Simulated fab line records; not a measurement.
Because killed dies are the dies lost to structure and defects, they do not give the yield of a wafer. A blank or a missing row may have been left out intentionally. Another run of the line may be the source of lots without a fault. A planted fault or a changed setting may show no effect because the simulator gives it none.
Chamber matching || flow nand harc || NHARC_A_SGD_CUT_CMP_21 on cmp-01: 4 sister chambers
The step polishes, target thk 148.19 nm. 4 wafers are shown with their chamber, then 9 later ones without.

== WAFERS, EACH WITH ITS CHAMBER ==
{"wafer": "L081.3", "chamber": 0, "motor current A (A)": 10.7}
{"wafer": "L084.2", "chamber": 3, "motor current A (A)": 13.9}
{"wafer": "L084.3", "chamber": 2, "motor current A (A)": 11.0}
{"wafer": "L084.6", "chamber": 1, "motor current A (A)": 12.3}

== WAFERS WHOSE CHAMBER IS MISSING ==
{"wafer": "L091.1", "motor current A (A)": 13.8}
{"wafer": "L091.3", "motor current A (A)": 10.8}
{"wafer": "L091.5", "motor current A (A)": 13.5}
{"wafer": "L089.1", "motor current A (A)": 12.3}
{"wafer": "L089.4", "motor current A (A)": 10.4}
{"wafer": "L089.5", "motor current A (A)": 12.4}
{"wafer": "L096.1", "motor current A (A)": 11.3}
{"wafer": "L096.4", "motor current A (A)": 13.8}
{"wafer": "L096.5", "motor current A (A)": 13.2}

== THE CHAMBER EACH PASSED THROUGH ==
{"wafer": "L091.1", "from the rows above": 3, "in truth": 3}
{"wafer": "L091.3", "from the rows above": "can't be placed: 0 or 2", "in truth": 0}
{"wafer": "L091.5", "from the rows above": 3, "in truth": 3}
{"wafer": "L089.1", "from the rows above": 1, "in truth": 1}
{"wafer": "L089.4", "from the rows above": "can't be placed: 0 or 2", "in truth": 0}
{"wafer": "L089.5", "from the rows above": 1, "in truth": 1}
{"wafer": "L096.1", "from the rows above": "can't be placed: 2 or 0", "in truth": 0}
{"wafer": "L096.4", "from the rows above": 3, "in truth": 3}
{"wafer": "L096.5", "from the rows above": "can't be placed: 3 or 1", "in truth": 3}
Correctly placed: 5 of 9. These rows do not allow placing 4 (true chamber among the candidates in 4). Number placed wrongly: 0.
How it was worked out, from the rows above alone: a wafer's distance from a chamber is the root of the sum, over the readings, of the square of ((its reading less the chamber's mean) divided by the reading's scatter). The wafer belongs to the nearest chamber; if the next one is less than 2 further off, it can't be placed. A chamber's mean is the mean of its shown wafers. The scatter: root of mean squared gap, hidden wafer to nearest shown wafer, with one shown wafer a chamber.
